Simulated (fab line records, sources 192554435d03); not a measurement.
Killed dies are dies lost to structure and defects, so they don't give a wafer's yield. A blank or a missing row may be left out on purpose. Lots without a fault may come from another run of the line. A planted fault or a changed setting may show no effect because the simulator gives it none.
Which tool did it? | flow n5_finfet | 24 lots, 72 wafers sampled, at 6 steps of a route of 1938

WHAT THE GAUGES READ, wafer by wafer
N5_BEOL_M5_OVL_MEAS_12. Usual: M5_OVL 0.1 nm, standard deviation 0.72.
lot  | measured     | on         | M5_OVL (nm)    | flag
L074 | day 8 12:52  | overlay-02 | 0.0 -0.4 -0.1  |
L076 | day 9 02:11  | overlay-01 | -1.3 -0.8 0.4  |
L075 | day 9 06:03  | overlay-01 | 0.7 0.4 1.4    |
L078 | day 9 07:54  | overlay-02 | 0.3 -0.5 -0.1  |
L077 | day 9 15:54  | overlay-01 | -0.4 -0.7 0.5  |
L081 | day 9 16:45  | overlay-01 | -0.5 0.1 -0.9  |
L080 | day 10 00:11 | overlay-01 | -0.4 0.9 -0.1  |
L079 | day 10 10:06 | overlay-02 | -0.2 -0.7 0.1  |
L082 | day 11 06:48 | overlay-02 | -0.8 -0.4 -1.5 |
L083 | day 11 07:25 | overlay-02 | 0.5 -0.7 0.0   |
L084 | day 11 07:29 | overlay-01 | 0.2 -0.5 0.1   |
L085 | day 11 16:10 | overlay-02 | -0.6 -1.1 -0.1 |
L086 | day 11 16:20 | overlay-02 | -0.9 -1.0 0.5  |
L088 | day 11 16:41 | overlay-01 | 0.7 1.7 0.4    |
L087 | day 12 02:14 | overlay-01 | 0.6 1.4 -0.2   |
L089 | day 12 02:10 | overlay-01 | 0.7 0.6 0.4    |
L090 | day 12 10:37 | overlay-01 | 0.9 0.1 0.8    |
L091 | day 12 11:15 | overlay-02 | 0.8 0.0 0.3    |
L092 | day 13 06:40 | overlay-02 | 0.7 -0.1 0.7   |
L093 | day 13 17:37 | overlay-01 | 0.3 -0.1 -0.4  |
L097 | day 14 00:47 | overlay-02 | 0.4 1.5 1.1    |
L096 | day 14 04:06 | overlay-02 | 1.0 0.5 1.2    |
L094 | day 14 04:19 | overlay-02 | -1.5 0.2 -0.6  |
L095 | day 15 01:18 | overlay-01 | -0.2 -0.7 0.2  |

N5_BEOL_M5_OVL_MEAS_29. Usual: V4_OVL -0.3 nm, standard deviation 0.71.
lot  | measured     | on         | V4_OVL (nm)    | flag
L074 | day 8 16:22  | overlay-01 | -0.8 -0.2 -1.9 |
L076 | day 9 04:18  | overlay-02 | 0.0 -0.3 1.1   |
L075 | day 9 06:59  | overlay-01 | 0.3 0.1 -0.7   |
L078 | day 9 09:38  | overlay-02 | -0.1 -0.4 -0.7 |
L077 | day 9 17:19  | overlay-02 | 0.0 -0.2 -0.1  |
L081 | day 9 17:37  | overlay-02 | -0.9 -0.3 0.0  |
L080 | day 10 03:26 | overlay-02 | -1.7 -0.2 0.0  |
L079 | day 10 12:21 | overlay-01 | 0.3 -0.9 0.4   |
L082 | day 11 08:01 | overlay-01 | 1.1 -1.2 -0.1  |
L083 | day 11 10:04 | overlay-02 | -0.3 -0.3 -1.9 |
L084 | day 11 10:07 | overlay-01 | -0.7 0.8 -0.2  |
L085 | day 11 18:25 | overlay-01 | -0.6 -0.9 -1.6 |
L086 | day 11 18:22 | overlay-02 | 1.2 0.2 1.1    |
L088 | day 11 18:35 | overlay-01 | 0.3 0.9 -0.2   |
L087 | day 12 04:01 | overlay-01 | -0.4 -1.3 0.3  |
L089 | day 12 03:06 | overlay-02 | 0.5 -1.0 1.1   |
L090 | day 12 11:31 | overlay-01 | -1.1 -0.6 -1.8 |
L091 | day 12 14:33 | overlay-02 | 0.0 -0.1 -0.1  |
L092 | day 13 07:59 | overlay-01 | -0.2 -0.4 -0.5 |
L093 | day 13 19:49 | overlay-01 | 0.7 -0.2 0.3   |
L097 | day 14 02:22 | overlay-02 | -0.5 -0.5 -1.0 |
L096 | day 14 08:18 | overlay-02 | 0.2 -0.7 0.2   |
L094 | day 14 08:29 | overlay-02 | -1.6 -1.3 -1.5 |
L095 | day 15 03:38 | overlay-01 | 0.3 0.8 0.4    |

WHICH TOOL RAN EACH LOT (tool, then ch and the chambers of the sampled wafers, then the start)
lot  | N5_BEOL_M4_SPUTTER_96        | N5_BEOL_M5_CURE_79            | N5_BEOL_M5_HM_DEP_02         | N5_BEOL_M5_ETCH_72
L074 | pvd_sputter-02, day 8 07:34  | uv_cure-02 ch 0, day 8 09:52  | pvd_sputter-02, day 8 12:18  | rie_diel-04 ch 0,1,3, day 8 12:59
L076 | pvd_sputter-03, day 8 22:26  | uv_cure-03 ch 0, day 9 00:40  | pvd_sputter-01, day 9 01:45  | rie_diel-03 ch 0,1,2, day 9 02:23
L075 | pvd_sputter-02, day 9 01:59  | uv_cure-01 ch 1, day 9 04:17  | pvd_sputter-02, day 9 05:29  | rie_diel-02 ch 0,1,2, day 9 06:12
L078 | pvd_sputter-01, day 9 04:18  | uv_cure-01 ch 0, day 9 06:28  | pvd_sputter-03, day 9 07:22  | rie_diel-02 ch 1,2,3, day 9 08:02
L077 | pvd_sputter-03, day 9 09:58  | uv_cure-03 ch 0, day 9 12:20  | pvd_sputter-03, day 9 15:28  | rie_diel-02 ch 0,1,2, day 9 16:01
L081 | pvd_sputter-03, day 9 13:22  | uv_cure-01 ch 1, day 9 15:35  | pvd_sputter-01, day 9 16:19  | rie_diel-04 ch 1,2, day 9 16:52
L080 | pvd_sputter-02, day 9 20:22  | uv_cure-02 ch 2, day 9 22:58  | pvd_sputter-02, day 9 23:46  | rie_diel-04 ch 0,1,2, day 10 00:19
L079 | pvd_sputter-01, day 10 03:52 | uv_cure-02 ch 2, day 10 07:25 | pvd_sputter-03, day 10 09:34 | rie_diel-04 ch 1,2,3, day 10 10:14
L082 | pvd_sputter-02, day 11 01:00 | uv_cure-02 ch 0, day 11 03:14 | pvd_sputter-01, day 11 06:15 | rie_diel-04 ch 0,1,2, day 11 07:01
L083 | pvd_sputter-01, day 11 02:26 | uv_cure-02 ch 1, day 11 04:36 | pvd_sputter-01, day 11 06:52 | rie_diel-03 ch 0,1,3, day 11 07:32
L084 | pvd_sputter-02, day 11 02:50 | uv_cure-01 ch 2, day 11 05:07 | pvd_sputter-01, day 11 07:04 | rie_diel-04 ch 0,1,3, day 11 07:39
L085 | pvd_sputter-01, day 11 10:08 | uv_cure-01 ch 2, day 11 12:21 | pvd_sputter-02, day 11 15:37 | rie_diel-04 ch 0,1, day 11 16:23
L086 | pvd_sputter-02, day 11 10:16 | uv_cure-02 ch 1, day 11 12:32 | pvd_sputter-02, day 11 15:52 | rie_diel-04 ch 0,2,3, day 11 16:37
L088 | pvd_sputter-03, day 11 10:29 | uv_cure-02 ch 0, day 11 13:13 | pvd_sputter-02, day 11 16:16 | rie_diel-02 ch 0,1,2, day 11 16:49
L087 | pvd_sputter-03, day 11 21:57 | uv_cure-02 ch 0, day 12 00:14 | pvd_sputter-01, day 12 01:42 | rie_diel-04 ch 1,2, day 12 02:21
L089 | pvd_sputter-02, day 11 22:23 | uv_cure-03 ch 1, day 12 00:45 | pvd_sputter-01, day 12 01:36 | rie_diel-03 ch 0,2,3, day 12 02:17
L090 | pvd_sputter-03, day 12 04:25 | uv_cure-02 ch 2, day 12 06:44 | pvd_sputter-02, day 12 10:11 | rie_diel-04 ch 0,1,2, day 12 10:44
L091 | pvd_sputter-01, day 12 07:37 | uv_cure-02 ch 2, day 12 09:44 | pvd_sputter-03, day 12 10:42 | rie_diel-04 ch 1,3, day 12 11:37
L092 | pvd_sputter-03, day 13 02:59 | uv_cure-01 ch 0, day 13 05:07 | pvd_sputter-01, day 13 06:14 | rie_diel-03 ch 0,1,2, day 13 06:47
L093 | pvd_sputter-01, day 13 11:10 | uv_cure-01 ch 0, day 13 13:36 | pvd_sputter-01, day 13 17:11 | rie_diel-02 ch 1,2, day 13 17:44
L097 | pvd_sputter-03, day 13 20:28 | uv_cure-01 ch 1, day 13 22:46 | pvd_sputter-03, day 14 00:14 | rie_diel-04 ch 1,2, day 14 00:55
L096 | pvd_sputter-02, day 13 23:33 | uv_cure-01 ch 0, day 14 01:41 | pvd_sputter-03, day 14 03:41 | rie_diel-02 ch 1,3, day 14 04:23
L094 | pvd_sputter-03, day 13 23:35 | uv_cure-03 ch 1, day 14 01:43 | pvd_sputter-03, day 14 03:47 | rie_diel-04 ch 1,2,3, day 14 04:41
L095 | pvd_sputter-02, day 14 21:39 | uv_cure-03 ch 0, day 14 23:47 | pvd_sputter-03, day 15 00:45 | rie_diel-04 ch 0,3, day 15 01:25
- N5_BEOL_M4_SPUTTER_96: material Cu, target thk 4.5 nm, time 8.29 s.
- N5_BEOL_M5_CURE_79: cures SiCOH lowk, time 240 s.
- N5_BEOL_M5_HM_DEP_02: deposits TiN, target thk 20 nm.
- N5_BEOL_M5_ETCH_72: etches underlayer in N2/H2, target depth 6.5 nm, time 5.2 s.

WHAT THE TOOLS THEMSELVES READ (means of the sampled wafers that have a number; where no wafer has one, the mark that the record gives instead)
N5_BEOL_M4_SPUTTER_96. Usual: throttle_valve_pct 29.9 %, standard deviation 0.91.
lot  | tool           | throttle_valve_pct (%) | flag
L074 | pvd_sputter-02 | 30.1                   |
L076 | pvd_sputter-03 | 30.0                   |
L075 | pvd_sputter-02 | 28.8                   |
L078 | pvd_sputter-01 | 30.4                   |
L077 | pvd_sputter-03 | 29.8                   |
L081 | pvd_sputter-03 | 29.8                   |
L080 | pvd_sputter-02 | 30.3                   |
L079 | pvd_sputter-01 | 30.5                   |
L082 | pvd_sputter-02 | 30.3                   |
L083 | pvd_sputter-01 | 31.0                   |
L084 | pvd_sputter-02 | 29.6                   |
L085 | pvd_sputter-01 | 30.9                   |
L086 | pvd_sputter-02 | 30.6                   |
L088 | pvd_sputter-03 | 29.0                   |
L087 | pvd_sputter-03 | 29.9                   |
L089 | pvd_sputter-02 | 29.8                   |
L090 | pvd_sputter-03 | 29.6                   |
L091 | pvd_sputter-01 | 30.4                   |
L092 | pvd_sputter-03 | 28.9                   |
L093 | pvd_sputter-01 | 30.5                   |
L097 | pvd_sputter-03 | 29.0                   |
L096 | pvd_sputter-02 | 29.5                   |
L094 | pvd_sputter-03 | 29.9                   |
L095 | pvd_sputter-02 | 29.5                   |

N5_BEOL_M5_CURE_79. Usual: lamp_power_pct 52.31 %, standard deviation 0.05; wafer_temp_C_max 386.7, standard deviation 0.92.
lot  | tool       | lamp_power_pct (%) | wafer_temp_C_max | flag
L074 | uv_cure-02 | 52.29              | 386.6            |
L076 | uv_cure-03 | 52.29              | 388.0            |
L075 | uv_cure-01 | 52.28              | 387.7            |
L078 | uv_cure-01 | 52.33              | 386.2            |
L077 | uv_cure-03 | 52.29              | 388.5            |
L081 | uv_cure-01 | 52.39              | 388.0            |
L080 | uv_cure-02 | 52.32              | 386.7            |
L079 | uv_cure-02 | 52.34              | 386.6            |
L082 | uv_cure-02 | 52.35              | 385.9            |
L083 | uv_cure-02 | 52.30              | 387.3            |
L084 | uv_cure-01 | 52.33              | 385.5            |
L085 | uv_cure-01 | 52.30              | 385.7            |
L086 | uv_cure-02 | 52.33              | 387.1            |
L088 | uv_cure-02 | 52.28              | 386.1            |
L087 | uv_cure-02 | 52.23              | 386.0            |
L089 | uv_cure-03 | 52.26              | 386.3            |
L090 | uv_cure-02 | 52.34              | 386.5            |
L091 | uv_cure-02 | 52.32              | 386.7            |
L092 | uv_cure-01 | 52.36              | 386.2            |
L093 | uv_cure-01 | 52.36              | 386.0            |
L097 | uv_cure-01 | 52.31              | 388.1            |
L096 | uv_cure-01 | 52.29              | 386.1            |
L094 | uv_cure-03 | 52.28              | 386.2            |
L095 | uv_cure-03 | 52.32              | 388.2            |

N5_BEOL_M5_HM_DEP_02. Usual: throttle_valve_pct 30.0 %, standard deviation 0.91.
lot  | tool           | throttle_valve_pct (%) | flag
L074 | pvd_sputter-02 | 29.8                   |
L076 | pvd_sputter-01 | 30.6                   |
L075 | pvd_sputter-02 | 29.6                   |
L078 | pvd_sputter-03 | 29.9                   |
L077 | pvd_sputter-03 | 29.6                   |
L081 | pvd_sputter-01 | 30.9                   |
L080 | pvd_sputter-02 | 29.6                   |
L079 | pvd_sputter-03 | 29.8                   |
L082 | pvd_sputter-01 | 30.5                   |
L083 | pvd_sputter-01 | 30.5                   |
L084 | pvd_sputter-01 | 30.7                   |
L085 | pvd_sputter-02 | 28.9                   |
L086 | pvd_sputter-02 | 29.5                   |
L088 | pvd_sputter-02 | 29.6                   |
L087 | pvd_sputter-01 | 30.3                   |
L089 | pvd_sputter-01 | 30.5                   |
L090 | pvd_sputter-02 | 29.9                   |
L091 | pvd_sputter-03 | 29.2                   |
L092 | pvd_sputter-01 | 30.7                   |
L093 | pvd_sputter-01 | 30.6                   |
L097 | pvd_sputter-03 | 29.8                   |
L096 | pvd_sputter-03 | 29.1                   |
L094 | pvd_sputter-03 | 29.0                   |
L095 | pvd_sputter-03 | 29.7                   |

N5_BEOL_M5_ETCH_72. Usual: drypump_motor_current_A 5.6 A, standard deviation 0.39; etch_rf_on_time_s 5.26 s, standard deviation 0.21; oes_product_au 0.64 a.u., standard deviation 0.07; rf_vpp_V 524.7 V, standard deviation 2.4; showerhead_plenum_p_Torr 2.58 Torr, standard deviation 0.069; throttle_valve_pct 18.0 %, standard deviation 0.32.
lot  | tool        | drypump_motor_current_A (A) | etch_rf_on_time_s (s) | oes_product_au (a.u.) | rf_vpp_V (V) | showerhead_plenum_p_Torr (Torr) | throttle_valve_pct (%) | flag
L074 | rie_diel-04 | 5.7                         | 5.46                  | 0.58                  | 526.1        | 2.61                            | 18.3                   |
L076 | rie_diel-03 | 5.4                         | 5.17                  | 0.77                  | 524.0        | 2.51                            | 17.6                   |
L075 | rie_diel-02 | 5.8                         | 5.12                  | 0.65                  | 522.1        | 2.54                            | 17.8                   |
L078 | rie_diel-02 | 5.7                         | 5.20                  | 0.61                  | 523.7        | 2.55                            | 17.9                   |
L077 | rie_diel-02 | 5.8                         | 5.17                  | 0.65                  | 522.9        | 2.53                            | 17.8                   |
L081 | rie_diel-04 | 5.7                         | 5.29                  | 0.62                  | 525.7        | 2.59                            | 18.2                   |
L080 | rie_diel-04 | 5.8                         | 5.41                  | 0.62                  | 526.0        | 2.62                            | 18.1                   |
L079 | rie_diel-04 | 5.6                         | 5.17                  | 0.62                  | 526.1        | 2.62                            | 18.1                   |
L082 | rie_diel-04 | 5.8                         | 5.39                  | 0.61                  | 524.7        | 2.61                            | 18.2                   |
L083 | rie_diel-03 | 5.5                         | 5.15                  | 0.73                  | 523.4        | 2.51                            | 17.8                   |
L084 | rie_diel-04 | 5.7                         | 5.47                  | 0.57                  | 526.0        | 2.60                            | 18.3                   |
L085 | rie_diel-04 | 5.8                         | 5.52                  | 0.57                  | 524.3        | 2.56                            | 18.5                   |
L086 | rie_diel-04 | 5.6                         | 5.29                  | 0.62                  | 526.2        | 2.65                            | 18.0                   |
L088 | rie_diel-02 | 5.8                         | 5.24                  | 0.63                  | 524.4        | 2.53                            | 17.9                   |
L087 | rie_diel-04 | 5.7                         | 5.23                  | 0.61                  | 524.6        | 2.58                            | 18.3                   |
L089 | rie_diel-03 | 5.7                         | 5.25                  | 0.70                  | 522.6        | 2.52                            | 17.7                   |
L090 | rie_diel-04 | 5.8                         | 5.44                  | 0.61                  | 525.4        | 2.61                            | 18.2                   |
L091 | rie_diel-04 | 5.4                         | 5.21                  | 0.57                  | 525.4        | 2.60                            | 18.2                   |
L092 | rie_diel-03 | 5.4                         | 5.17                  | 0.72                  | 523.9        | 2.50                            | 17.7                   |
L093 | rie_diel-02 | 5.8                         | 5.32                  | 0.60                  | 525.0        | 2.58                            | 17.7                   |
L097 | rie_diel-04 | 5.7                         | 5.20                  | 0.63                  | 524.2        | 2.62                            | 18.0                   |
L096 | rie_diel-02 | 6.1                         | 5.17                  | 0.67                  | 523.0        | 2.50                            | 17.9                   |
L094 | rie_diel-04 | 5.5                         | 5.22                  | 0.60                  | 525.2        | 2.61                            | 18.2                   |
L095 | rie_diel-04 | 5.8                         | 5.32                  | 0.73                  | 526.2        | 2.62                            | 18.0                   |

THE ANSWER, worked out from the rows above alone
Rule: a lot is off if the mean of its wafers that have a number lies more than 3 standard deviations from the usual mean. A lot without any number at a reading at which 4 lots or more have one is off too. The other lots that the step has rows for count as sound. The gauges are gone through in route order, then the tools' own readings, and for those a lot's mean is taken as printed above. The first step at which some lot is off is used, and at that step the reading that is off furthest; a lot without a number counts as furthest.
No lot is off at any reading shown: from this, nothing can be told.

WHAT THE SIMULATOR HAD PUT IN
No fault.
